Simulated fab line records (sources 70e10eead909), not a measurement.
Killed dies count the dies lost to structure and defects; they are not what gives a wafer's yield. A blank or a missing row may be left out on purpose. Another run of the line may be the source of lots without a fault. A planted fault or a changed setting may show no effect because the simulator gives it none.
fab line records	flow nandHarc
record: lots: 6	wafers: 18	lastDay: 24
route steps=1159 shown A_STAIRCASE@606 END@1159
lots that met no fault: taken from a fault-free run of the same line
startH: the number of hours between the record's first day and the start of the first shown wafer of the lot	waitH: time in hours since the lot's previous step	" identical to the entry in the row above	L1.1+2: one row covering several wafers at once	- no value, or no start was given	* or withheld: withheld	< > ~ a bound
route shown NAME@n: a module of which the file shows steps, and the number in the route of the first	usual: average and standard deviation across the fault-free wafers	same: alike in all rows	chamber/n: place in a boat	sites: the reading at each site	_std_site: standard deviation across them	_edge_site: the outer-site mean with the inner-site mean subtracted	radiusMm: how far each site lies from the wafer's centre	mask NAME#n: copy n	behind: the last tool/chamber to shape the wafer	hold: why the lot was held/for how many hours/how that ended	device: the n, p or np transistor that did not switch	end of line: the tests these same wafers got at the end of their route	a step without rows: its recipe alone	killed: at the first sort, the dies lost to defects and structure; wafer yield is something else	map: a wafer's dies, x killed, . not, _ none there
set.NAME: the run value of the setting; set.NAME@STEP: its run value at that earlier step	model.NAME: the simulator's own value behind a step, which no gauge read
certain route steps with their lots: each step a table, each wafer a row
services: a tool's chamber out of use, with start hour (startH, from the record's first day; less than 0 if before it), hours out, and reason
== steps ==
step: NHARC_A_STAIRCASE_SOFTBAKE_212
recipe: tempC: 135	timeS: 170
step: NHARC_A_STAIRCASE_EBR_213
step: NHARC_A_STAIRCASE_EXPOSE_214
recipe: na: 0.5	doseMj: 31.26	maskId: STAIR_3
step: NHARC_A_STAIRCASE_PEB_215
recipe: pebTempC: 115	pebTimeS: 130
step: NHARC_A_STAIRCASE_DEVELOP_216
recipe: timeS: 140
step: NHARC_A_STAIRCASE_HARDBAKE_218
recipe: tempC: 120	timeS: 140
step: NHARC_A_STAIRCASE_DESCUM_219
recipe: timeS: 3	o2FlowSccm: 200	arFlowSccm: 0	biasPowerW: 0	chemistry: O2
usual: drypumpMotorCurrentA: 5.8/0.42	oesProductAu: 1.005/0.015	rfVppV: 57.9/1	showerheadPlenumPTorr: 1.93/0.11	throttleValvePct: 11.311/0.0097
lot.wafer	tool	chamber	startH	waitH	drypumpMotorCurrentA	oesProductAu	rfHoursCounterH	rfVppV	showerheadPlenumPTorr	throttleValvePct
L727.1	rieDiel-13	0	258.11	-	5.5	1.041	57	61.0	2.06	11.303
L727.5	"	0	"	"	5.5	1.028	-	58.6	2.06	11.314
L727.6	"	1	"	"	5.3	1.002	-	58.1	2.00	11.313
L732.2	rieDiel-01	0	292.43	-	5.4	1.005	46	56.6	1.77	11.307
L732.1	"	1	"	"	5.9	0.976	53	60.2	1.87	11.305
L732.3	"	3	"	"	6.1	1.006	58	57.5	1.83	11.311
L737.1	rieDiel-13	1	324.91	-	5.3	0.994	15	57.8	1.99	11.317
L737.4	"	2	"	"	6.5	1.014	16	57.5	1.78	11.324
L737.5	"	1	"	"	5.3	1.005	-	58.5	1.99	11.289
L740.1	rieDiel-13	3	331.06	-	6.3	1.001	21	57.7	1.99	11.321
L740.3	"	2	"	"	6.5	1.024	17	56.7	1.78	11.299
L740.6	"	3	"	"	6.3	1.009	-	58.7	1.99	11.320
L742.2	rieDiel-01	3	344.70	-	6.0	0.994	7	57.3	1.83	11.288
L742.1	"	1	"	"	5.9	0.991	7	57.7	1.86	11.321
L742.4	"	2	"	"	5.6	1.007	6	58.4	2.07	11.317
L749.4	rieDiel-01	1	385.40	-	5.9	0.979	21	57.2	1.86	11.308
L749.2	"	3	"	"	6.0	1.005	24	57.5	1.82	11.314
L749.5	"	1	"	"	5.9	0.983	-	57.2	1.86	11.324
step: NHARC_A_STAIRCASE_TRIM_220
recipe: timeS: 211.2	o2FlowSccm: 500	arFlowSccm: 0	biasW: 0	chemistry: O2
step: NHARC_A_STAIRCASE_ETCH_221
recipe: targetDepthA: 1000	timeS: 40.5	ionEnergyEv: 400	c4f8FlowSccm: 20	o2FlowSccm: 10	arFlowSccm: withheld	rfW: 600	biasW: 1000	chemistry: C4F8/O2
usual: oesProductAu: 0.943/0.017	rfVppV: 897/7.2
lot.wafer	tool	chamber	startH	waitH	oesProductAu	rfHoursCounterH	rfVppV
L727.1	rieDiel-13	1	-	-	0.920	56	901
L727.6	"	0	"	"	0.954	-	904
L727.5	"	1	"	"	0.923	-	902
L732.2	rieDiel-01	3	-	-	0.940	58	890
L732.1	"	0	"	"	0.954	47	887
L732.3	"	1	"	"	0.922	53	893
L737.4	rieDiel-13	3	-	-	0.941	20	899
L737.1	"	1	"	"	0.943	15	901
L737.5	"	3	"	"	0.954	-	901
L740.1	rieDiel-13	2	-	-	0.972	17	887
L740.3	"	3	"	"	0.943	21	901
L740.6	"	3	"	"	0.952	-	902
L742.4	rieDiel-01	2	-	-	0.920	6	906
L742.2	"	3	"	"	0.915	7	892
L742.1	"	0	"	"	0.936	7	907
L749.4	rieDiel-01	3	-	-	0.942	24	891
L749.2	"	2	"	"	0.922	21	905
L749.5	"	3	"	"	0.926	-	890
step: NHARC_A_STAIRCASE_TRIM_222
recipe: timeS: 211.2	o2FlowSccm: 500	arFlowSccm: 0	biasW: 0	chemistry: O2
usual: drypumpMotorCurrentA: 5.9/0.43	oesProductAu: 1.004/0.013	rfVppV: 57.8/1	showerheadPlenumPTorr: 3.56/0.2	throttleValvePct: 17.037/0.0075
lot.wafer	tool	chamber	startH	waitH	drypumpMotorCurrentA	oesProductAu	rfHoursCounterH	rfVppV	showerheadPlenumPTorr	throttleValvePct
L727.1	rieDiel-13	0	-	-	5.5	1.020	58	59.1	3.77	17.026
L727.6	"	2	"	"	6.5	1.009	-	58.3	3.30	17.050
L727.5	"	3	"	"	6.3	1.008	-	59.4	3.68	17.042
L732.2	rieDiel-01	3	-	-	6.1	1.014	58	58.3	3.39	17.035
L732.3	"	0	"	"	5.4	1.011	47	57.7	3.28	17.033
L732.1	"	1	"	"	5.9	0.984	53	55.7	3.45	17.041
L737.1	rieDiel-13	1	-	-	5.3	1.005	15	59.1	3.66	17.026
L737.4	"	2	"	"	6.4	1.029	16	57.1	3.29	17.025
L737.5	"	3	"	"	6.3	1.009	-	57.3	3.66	17.049
L740.1	rieDiel-13	1	-	-	5.3	0.997	17	56.5	3.66	17.021
L740.3	"	3	"	"	6.3	1.000	21	59.9	3.66	17.029
L740.6	"	0	"	"	5.5	1.016	-	57.7	3.76	17.034
L742.4	rieDiel-01	3	-	-	6.1	0.990	7	57.3	3.38	17.027
L742.1	"	0	"	"	5.4	0.991	7	60.6	3.80	17.030
L742.2	"	1	"	"	5.9	0.980	7	57.4	3.44	17.033
L749.4	rieDiel-01	0	-	-	5.4	1.004	25	55.6	3.79	17.020
L749.2	"	2	"	"	5.7	1.005	21	58.8	3.79	17.043
L749.5	"	1	"	"	5.9	0.993	-	56.3	3.43	17.030
step: NHARC_A_STAIRCASE_ETCH_223
recipe: targetDepthA: 1000	timeS: 40.5	ionEnergyEv: 400	c4f8FlowSccm: 20	o2FlowSccm: 10	arFlowSccm: withheld	rfW: 600	biasW: 1000	chemistry: C4F8/O2
usual: oesProductAu: 0.944/0.014	rfVppV: 897/7.2
lot.wafer	tool	chamber	startH	waitH	oesProductAu	rfHoursCounterH	rfVppV
L727.1	rieDiel-13	2	-	-	0.930	60	888
L727.6	"	2	"	"	0.935	-	886
L727.5	"	3	"	"	0.946	-	901
L732.2	rieDiel-01	3	-	-	0.952	58	890
L732.1	"	0	"	"	0.955	47	885
L732.3	"	1	"	"	0.924	53	893
L737.1	rieDiel-13	3	-	-	0.949	20	902
L737.4	"	0	"	"	0.962	19	904
L737.5	"	3	"	"	0.950	-	899
L740.1	rieDiel-13	0	-	-	0.951	21	905
L740.3	"	3	"	"	0.961	21	901
L740.6	"	0	"	"	0.967	-	905
L742.1	rieDiel-01	0	-	-	0.930	7	905
L742.4	"	1	"	"	0.944	7	893
L742.2	"	2	"	"	0.939	6	905
L749.2	rieDiel-01	2	-	-	0.950	21	906
L749.4	"	1	"	"	0.912	21	893
L749.5	"	3	"	"	0.934	-	891
step: NHARC_A_STAIRCASE_TRIM_224
recipe: timeS: 211.2	o2FlowSccm: 500	arFlowSccm: 0	biasW: 0	chemistry: O2
usual: drypumpMotorCurrentA: 5.8/0.44	oesProductAu: 1.004/0.014	rfVppV: 57.9/0.97	showerheadPlenumPTorr: 3.55/0.2	throttleValvePct: 17.036/0.0087
lot.wafer	tool	chamber	startH	waitH	drypumpMotorCurrentA	oesProductAu	rfHoursCounterH	rfVppV	showerheadPlenumPTorr	throttleValvePct
L727.1	rieDiel-13	1	259.96	-	5.3	0.997	56	57.6	3.68	17.041
L727.5	"	1	"	"	5.3	1.000	-	58.3	3.67	17.038
L727.6	"	2	"	"	6.5	1.010	-	57.7	3.30	17.039
L732.1	rieDiel-01	3	293.07	-	6.1	1.002	58	57.3	3.39	17.042
L732.3	"	0	"	"	5.4	1.003	47	57.2	3.28	17.038
L732.2	"	1	"	"	5.9	0.981	53	57.3	3.45	17.040
L737.1	rieDiel-13	3	325.52	-	6.3	0.810	20	56.8	3.66	17.039
L737.4	"	2	"	"	6.5	0.813	16	56.7	3.29	17.040
L737.5	"	3	"	"	6.3	0.814	-	57.3	3.66	17.041
L740.3	rieDiel-13	1	331.66	-	5.3	0.810	17	58.7	3.66	17.048
L740.1	"	0	"	"	5.5	0.817	21	59.6	3.76	17.033
L740.6	"	2	"	"	6.4	0.822	-	56.4	3.29	17.039
L742.4	rieDiel-01	0	345.36	-	5.4	0.986	7	58.6	3.80	17.042
L742.2	"	1	"	"	5.9	0.970	7	58.0	3.44	17.041
L742.1	"	3	"	"	6.1	0.996	7	56.5	3.38	17.049
L749.4	rieDiel-01	1	386.08	-	5.9	0.984	21	57.7	3.43	17.033
L749.2	"	3	"	"	6.1	0.995	24	58.5	3.37	17.032
L749.5	"	2	"	"	5.7	0.997	-	57.6	3.79	17.038
step: NHARC_A_STAIRCASE_ETCH_225
recipe: targetDepthA: 1000	timeS: 40.5	ionEnergyEv: 400	c4f8FlowSccm: 20	o2FlowSccm: 10	arFlowSccm: withheld	rfW: 600	biasW: 1000	chemistry: C4F8/O2
usual: oesProductAu: 0.944/0.016	rfVppV: 897/7.3
lot.wafer	tool	chamber	startH	waitH	oesProductAu	rfHoursCounterH	rfVppV
L727.1	rieDiel-13	1	-	-	0.920	57	900
L727.6	"	1	"	"	0.925	-	900
L727.5	"	2	"	"	0.929	-	888
L732.3	rieDiel-01	3	-	-	0.950	58	890
L732.2	"	0	"	"	0.952	47	887
L732.1	"	1	"	"	0.917	53	894
L737.4	rieDiel-13	3	-	-	0.951	20	901
L737.1	"	0	"	"	0.981	20	904
L737.5	"	3	"	"	0.951	-	901
L740.1	rieDiel-13	1	-	-	0.942	17	901
L740.3	"	2	"	"	0.960	17	887
L740.6	"	1	"	"	0.946	-	901
L742.4	rieDiel-01	0	-	-	0.932	7	906
L742.1	"	1	"	"	0.927	7	892
L742.2	"	2	"	"	0.941	7	907
L749.4	rieDiel-01	1	-	-	0.912	21	892
L749.2	"	2	"	"	0.934	22	907
L749.5	"	0	"	"	0.928	-	906
step: NHARC_END_SORT_01
recipe: tempC: 25
usual: killedAtArray: 26/9.7	killedAtOther: 1.0/1.2	killedAtPeriphery: 3.9/2.6	killedDies: 31/9.7	killedOpen: 3.2/1.8	killedShort: 2.0/1.3
same: grossDies: 677
lot.wafer	tool	chamber	startH	waitH	killedAtArray	killedAtOther	killedAtPeriphery	killedDies	killedOpen	killedShort
L732.1	prober-01	0	488.52	2.5	15	0	4	19	3	3
L732.2	prober-01	0	489.32	2.8	19	0	4	23	5	3
L732.3	prober-01	0	490.12	3.1	11	1	5	17	3	1
L737.1	prober-02	0	507.63	2.5	17	1	3	21	4	5
L737.4	prober-02	0	510.00	3.4	14	1	6	21	3	3
L737.5	prober-02	0	510.79	3.7	14	2	2	18	2	1
L740.3	prober-02	0	516.93	3.1	31	0	3	34	4	1
L740.6	prober-02	0	519.30	3.9	33	0	1	34	6	3
L742.1	prober-01	0	542.17	2.5	37	0	3	40	3	0
L742.2	prober-01	0	542.97	2.8	43	1	6	50	5	4
L742.4	prober-01	0	544.55	3.4	49	0	6	55	4	2
killed by level:class
L732.1 A_CONTACT:chamberFilmFlake=4 P_M1:chamberFilmFlake=3 A_ONON_D1:geometricParticle:short=2 A_ZERO_WELL:chamberFilmFlake=2 A_STAIRCASE:chamberFilmFlake=2 P_GATE:geometricParticle:open=1 A_WL_FILL:geometricParticle:short=1 A_WL_FILL:geometricParticle:open=1
L732.2 A_CHANNEL_HOLE_D1:chamberFilmFlake=6 A_CONTACT:geometricParticle:open=2 P_M1:chamberFilmFlake=2 A_CONTACT:chamberFilmFlake=2 P_STI:geometricParticle:open=1 A_SOURCE_PLATE:geometricParticle:open=1 A_CHANNEL_HOLE_D1:geometricParticle:open=1 A_CHANNEL_FILL_D1:geometricParticle:short=1
L732.3 A_CONTACT:chamberFilmFlake=6 P_M1:chamberFilmFlake=2 P_STI:geometricParticle:open=1 P_M1:geometricParticle:open=1 A_M1:geometricParticle:short=1 A_M1:geometricParticle:open=1 P_STI:chamberFilmFlake=1 A_ZERO_WELL:chamberFilmFlake=1
L737.1 A_CHANNEL_HOLE_D1:chamberFilmFlake=4 A_CONTACT:chamberFilmFlake=3 A_CONTACT:geometricParticle:open=2 A_CHANNEL_FILL_D1:chamberFilmFlake=2 P_STI:geometricParticle:short=1 P_M1:geometricParticle:open=1 A_ONON_D1:geometricParticle:short=1 A_CHANNEL_HOLE_D1:geometricParticle:short=1
L737.4 A_CHANNEL_HOLE_D1:chamberFilmFlake=4 A_CONTACT:chamberFilmFlake=4 P_CONTACT:chamberFilmFlake=2 P_M1:chamberFilmFlake=2 P_STI:geometricParticle:open=1 A_ONON_D1:geometricParticle:open=1 A_CHANNEL_HOLE_D1:geometricParticle:open=1 A_CHANNEL_FILL_D1:geometricParticle:short=1
L737.5 A_CHANNEL_HOLE_D1:chamberFilmFlake=5 A_CONTACT:chamberFilmFlake=3 A_CHANNEL_FILL_D1:chamberFilmFlake=2 HYBRID_BOND:chamberFilmFlake=2 A_ONON_D1:geometricParticle:open=1 A_CHANNEL_FILL_D1:geometricParticle:short=1 A_CONTACT:geometricParticle:open=1 P_STI:chamberFilmFlake=1
L740.3 A_CHANNEL_HOLE_D1:chamberFilmFlake=19 A_CONTACT:chamberFilmFlake=3 P_ZERO_WELL:chamberFilmFlake=2 A_STAIRCASE:chamberFilmFlake=2 P_GATE:geometricParticle:open=1 A_CHANNEL_HOLE_D1:geometricParticle:open=1 A_SGD_CUT:geometricParticle:short=1 A_CONTACT:geometricParticle:open=1
L740.6 A_CHANNEL_HOLE_D1:chamberFilmFlake=18 A_CONTACT:chamberFilmFlake=3 A_CHANNEL_FILL_D1:geometricParticle:open=2 A_WL_FILL:geometricParticle:open=2 A_STAIRCASE:areaTrim=2 A_SOURCE_PLATE:geometricParticle:short=1 A_ONON_D1:geometricParticle:open=1 A_CHANNEL_HOLE_D1:geometricParticle:short=1
L742.1 A_CHANNEL_HOLE_D1:chamberFilmFlake=18 A_SLIT:chamberFilmFlake=15 P_M2:chamberFilmFlake=2 P_STI:geometricParticle:open=1 A_CHANNEL_FILL_D1:geometricParticle:open=1 A_BLC:geometricParticle:open=1 A_WL_FILL:chamberFilmFlake=1 A_BLC:chamberFilmFlake=1
L742.2 A_CHANNEL_HOLE_D1:chamberFilmFlake=19 A_SLIT:chamberFilmFlake=15 P_M2:chamberFilmFlake=3 A_WL_FILL:geometricParticle:short=2 A_STAIRCASE:chamberFilmFlake=2 P_M0:geometricParticle:open=1 P_M0:geometricParticle:short=1 A_CHANNEL_FILL_D1:geometricParticle:short=1
L742.4 A_SLIT:chamberFilmFlake=24 A_CHANNEL_HOLE_D1:chamberFilmFlake=17 P_M2:chamberFilmFlake=3 A_BLC:geometricParticle:open=2 P_ZERO_WELL:chamberFilmFlake=2 A_SOURCE_PLATE:geometricParticle:short=1 A_ONON_D1:geometricParticle:open=1 A_CHANNEL_FILL_D1:geometricParticle:short=1
== services ==
tool	chamber	startH	hours	kind
rieDiel-01	0	236.41	21.0	repair
rieDiel-01	1	244.95	-	clean
rieDiel-01	2	244.95	-	clean
rieDiel-01	3	244.95	-	clean
rieDiel-13	0	255.16	-	clean
rieDiel-13	1	255.16	-	clean
rieDiel-13	2	255.16	-	clean
rieDiel-13	3	255.16	-	clean
rieDiel-01	0	269.45	-	clean
rieDiel-01	1	269.45	-	clean
rieDiel-01	2	269.45	-	clean
rieDiel-01	3	269.45	-	clean
rieDiel-13	-	276.00	9.0	pm
rieDiel-13	0	276.00	9.0	ventCycle
rieDiel-13	1	276.00	9.0	ventCycle
rieDiel-13	2	276.00	9.0	ventCycle
rieDiel-13	3	276.00	9.0	ventCycle
rieDiel-13	0	285.00	-	clean
rieDiel-13	1	285.00	-	clean
rieDiel-13	2	285.00	-	clean
rieDiel-13	3	285.00	-	clean
rieDiel-13	3	285.00	-	consumableReplace:focusRing
rieDiel-01	-	316.00	9.0	pm
rieDiel-01	1	369.10	7.0	repair
== key ==
firstSign: step: NHARC_A_STAIRCASE_TRIM_224	reading: oesProductAu	direction: down	sigmas: 13	usual: 1.004	struck: 0.814
effect none on later readings
metAt NHARC_A_STAIRCASE_TRIM_224
struckWafers L737.1,L737.4,L737.5,L740.1,L740.3,L740.6
testerLeftOut L737,L740
onsetBetween 259.96 325.52
fault: kind: processParameterDrift	tool: rieDiel-13	chamber: -	onsetH: 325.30	steps: NHARC_A_STAIRCASE_TRIM_224	channel: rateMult	offset: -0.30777	shape: step	endH: 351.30
testerLeftOut: of these lots the tester's yield and bins aren't shown, on N5 and GAA mostly nor the transistor test; their killed dies are dies lost to structure and defects alone, not to doping, threshold or leakage, so they don't give the yield
